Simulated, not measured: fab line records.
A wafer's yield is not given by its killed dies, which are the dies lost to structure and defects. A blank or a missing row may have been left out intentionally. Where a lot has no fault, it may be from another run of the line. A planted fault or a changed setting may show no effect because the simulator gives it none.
A struck lot beside a sound one ; flow n5Finfet ; 17 steps out of a route of 1938
Sound: these wafers, L420.2, L420.5, L420.6. Struck: wafer L418.6; the same lot's L418.1 was not struck, so it is left out; see the end for the cause.
Order at every step that has rows: each side's tool, ch and its chambers, its first start. Under that, the readings that differ: sound wafers ; struck wafers ; difference of the means ; sigmas: that difference in standard deviations of wafers without a fault.
alike: a reading whose means differ by less than 2 such deviations, as well as words and numbers matching on both sides. not compared: withheld readings; readings where some wafer has no value; bounds like >300 that might hide an equal value; numbers whose values overlap and for which the record gives no deviation.
A row with sigmas, a row that says differs or no value, or rows on one side alone: a step with any of these is where the two part. Numbers that have no deviation but don't overlap get no sigmas and don't part them. A reading that every wafer of one side lacks parts them only if that side has two wafers or more.

N5_BEOL_M3_ANNEAL_82: time 240 s.
  struck on pvdSputter-02, day 12 11:32; sound on pvdSputter-01, day 12 15:50
  alike: heaterPowerW
then, 5 steps without rows for these wafers: N5_BEOL_M3_SPUTTER_86 (material Cu, target thk 4.5 nm, time 8.29 s); N5_BEOL_M3_ANNEAL_87 (time 240 s); N5_BEOL_M3_SPUTTER_88 (material Cu, target thk 4.5 nm, time 8.29 s); N5_BEOL_M3_ANNEAL_89 (time 240 s); N5_BEOL_M3_SPUTTER_90 (material Cu, target thk 4.5 nm, time 8.29 s).
N5_BEOL_M3_ANNEAL_91: time 240 s.
  struck on pvdSputter-02, day 12 12:12; sound on pvdSputter-01, day 12 16:30
  alike: heaterPowerW
N5_BEOL_M3_SPUTTER_92: material Cu, target thk 4.5 nm, time 8.29 s.
  struck on pvdSputter-02, day 12 12:20; sound on pvdSputter-01, day 12 16:38
  alike: substrateTempC, throttleValvePct
N5_BEOL_M3_ANNEAL_93: time 240 s.
  struck on pvdSputter-02, day 12 12:25; sound on pvdSputter-01, day 12 16:43
  alike: heaterPowerW
then, 1 step without rows for these wafers: N5_BEOL_M3_SPUTTER_94 (material Cu, target thk 4.5 nm, time 8.29 s).
N5_BEOL_M3_ANNEAL_95: time 240 s.
  struck on pvdSputter-02, day 12 12:38; sound on pvdSputter-01, day 12 16:56
  alike: heaterPowerW
then, 1 step without rows for these wafers: N5_BEOL_M3_SPUTTER_96 (material Cu, target thk 4.5 nm, time 8.29 s).
N5_BEOL_M3_ECD_50: material Cu, target thk 300 nm.
  sound on ecdCu-01 ch 0,1, day 12 17:12; struck on ecdCu-02 ch 1, day 12 12:53
reading;sound;struck;difference;sigmas
model.Cu_of_BEOL_M3_ECD_50.thkNm (nm);301 300.2 302.8;399.8;+98.5;
then, 1 step without rows for these wafers: N5_BEOL_M3_ANNEAL_51 (time 90 s).
N5_BEOL_M3_CMP_52: polishes, stops on SiOC, t overpolish 6.8 s, target thk 40 nm.
  sound on cmp-01 ch 2,3, day 12 17:35; struck on cmp-01 ch 2, day 12 13:28
reading;sound;struck;difference;sigmas
timeToEndpointS (s);63 63 60;83;+21;+6
  alike: clearingPlatenDownForcePsi, edgeZonePressureFrac, motorCurrentA, platenRpm, slurryFlowMlMin
  not compared: padLifeWafers
N5_BEOL_M3_THK_MEAS_53: measures by xrf.
  struck on filmMetro-01, day 12 13:41; sound on filmMetro-02, day 12 17:53
  alike: M3_THK
N5_BEOL_M4_RC_MEAS_101:
  sound on prober-02 ch 0, day 13 18:16; struck on prober-01 ch 0, day 13 03:07
reading;sound;struck;difference;sigmas
DIBL_P (mV/V);36.5 33.8 33.3;38.8;+4.3;+2
ION_N (uA/um);686 653 662;693;+26;+2
  alike: DIBL_N, IOFF_N, IOFF_P, ION_P, SS_N, SS_P, VT_N, VT_P

## WHERE THEY PART
Last at N5_BEOL_M4_RC_MEAS_101 as far as this record goes, first at N5_BEOL_M3_CMP_52.

WHY: what the simulator had put in
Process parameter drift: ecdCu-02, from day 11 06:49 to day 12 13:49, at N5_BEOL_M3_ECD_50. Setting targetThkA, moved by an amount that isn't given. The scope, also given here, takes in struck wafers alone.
